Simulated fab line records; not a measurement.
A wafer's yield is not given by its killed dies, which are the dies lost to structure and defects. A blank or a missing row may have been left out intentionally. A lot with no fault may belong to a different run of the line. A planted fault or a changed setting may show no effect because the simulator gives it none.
Matching of chambers / flow nand-harc / 4 sister chambers for NHARC_A_STAIRCASE_DESCUM_11 on rie-diel-11
The step chemistry O2, time 3 s. 8 wafers are shown with their chamber, then 9 later ones without.

WAFERS, EACH WITH ITS CHAMBER
wafer=L078.5; chamber=1; showerhead-plenum-p-Torr (Torr)=1.95; drypump-motor-current-A (A)=6.4
wafer=L082.6; chamber=2; showerhead-plenum-p-Torr (Torr)=2.07; drypump-motor-current-A (A)=5.5
wafer=L081.1; chamber=2; showerhead-plenum-p-Torr (Torr)=2.07; drypump-motor-current-A (A)=5.5
wafer=L081.3; chamber=0; showerhead-plenum-p-Torr (Torr)=2.01; drypump-motor-current-A (A)=5.5
wafer=L081.6; chamber=3; showerhead-plenum-p-Torr (Torr)=1.81; drypump-motor-current-A (A)=5.7
wafer=L092.1; chamber=3; showerhead-plenum-p-Torr (Torr)=1.80; drypump-motor-current-A (A)=5.8
wafer=L092.2; chamber=0; showerhead-plenum-p-Torr (Torr)=2.00; drypump-motor-current-A (A)=5.4
wafer=L092.4; chamber=1; showerhead-plenum-p-Torr (Torr)=1.94; drypump-motor-current-A (A)=6.4

WAFERS WITH NO CHAMBER GIVEN
wafer=L094.1; showerhead-plenum-p-Torr (Torr)=2.06; drypump-motor-current-A (A)=5.5
wafer=L094.3; showerhead-plenum-p-Torr (Torr)=2.00; drypump-motor-current-A (A)=5.4
wafer=L094.5; showerhead-plenum-p-Torr (Torr)=1.94; drypump-motor-current-A (A)=6.4
wafer=L096.1; showerhead-plenum-p-Torr (Torr)=1.94; drypump-motor-current-A (A)=6.4
wafer=L096.4; showerhead-plenum-p-Torr (Torr)=2.05; drypump-motor-current-A (A)=5.5
wafer=L096.5; showerhead-plenum-p-Torr (Torr)=1.94; drypump-motor-current-A (A)=6.4
wafer=L097.1; showerhead-plenum-p-Torr (Torr)=1.80; drypump-motor-current-A (A)=5.8
wafer=L097.2; showerhead-plenum-p-Torr (Torr)=1.94; drypump-motor-current-A (A)=6.4
wafer=L097.3; showerhead-plenum-p-Torr (Torr)=2.05; drypump-motor-current-A (A)=5.5

EACH ONE'S CHAMBER
wafer=L094.1; from the rows above=2; in truth=2
wafer=L094.3; from the rows above=0; in truth=0
wafer=L094.5; from the rows above=1; in truth=1
wafer=L096.1; from the rows above=1; in truth=1
wafer=L096.4; from the rows above=2; in truth=2
wafer=L096.5; from the rows above=1; in truth=1
wafer=L097.1; from the rows above=3; in truth=3
wafer=L097.2; from the rows above=1; in truth=1
wafer=L097.3; from the rows above=2; in truth=2
Placed correctly: 9 of 9. Can't be placed from these rows: 0. 0 placed wrongly.
How it was worked out, from the rows above alone: a wafer's distance from a chamber is the root of the sum, over the readings, of the square of ((its reading less the chamber's mean) divided by the reading's scatter). If the next closest chamber is less than 2 further off than the closest, the wafer can't be placed; otherwise it belongs to the closest. The mean given for a chamber averages the wafers shown for that chamber. The scatter: the root of (the sum of the squares of (reading less its chamber's mean) over the shown wafers, divided by (wafers less chambers)).
